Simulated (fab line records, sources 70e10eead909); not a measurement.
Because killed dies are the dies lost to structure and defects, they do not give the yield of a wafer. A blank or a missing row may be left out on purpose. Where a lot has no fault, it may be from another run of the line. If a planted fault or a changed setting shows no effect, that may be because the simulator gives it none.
Chamber matching -- flow nand harc -- NHARC_A_CHANNEL_FILL_D2_STRIP_28 on rie diel-10: 4 sister chambers
The step strips in O2, time 20 s. 4 wafers are shown with their chamber, then 12 later ones without.

EACH WAFER AND ITS CHAMBER
wafer,chamber,showerhead plenum p Torr (Torr)
L087.4,0,3.40
L089.4,3,3.62
L089.5,2,3.57
L089.6,1,3.67

WAFERS WITHOUT THEIR CHAMBER
wafer,showerhead plenum p Torr (Torr)
L090.1,3.40
L090.4,3.62
L090.5,3.40
L092.1,3.67
L092.2,3.62
L092.6,3.67
L094.4,3.56
L094.5,3.66
L094.6,3.40
L096.3,3.56
L096.4,3.62
L096.5,3.66

CHAMBER TAKEN BY EACH
wafer,from the rows above,in truth
L090.1,0,0
L090.4,3,3
L090.5,0,0
L092.1,1,1
L092.2,3,3
L092.6,1,1
L094.4,2,2
L094.5,1,1
L094.6,0,0
L096.3,2,2
L096.4,3,3
L096.5,1,1
Placed correctly: 12 of 12. From these rows, 0 cannot be placed. Number placed wrongly: 0.
How it was worked out, from the rows above alone: a wafer's distance from a chamber is the root of the sum, over the readings, of the square of ((its reading less the chamber's mean) divided by the reading's scatter). If the next closest chamber is less than 2 further off than the closest, the wafer can't be placed; otherwise it belongs to the closest. The mean given for a chamber averages the wafers shown for that chamber. The scatter: with one shown wafer a chamber, the root of the mean of the squares of how far each hidden wafer lies from its nearest shown one.
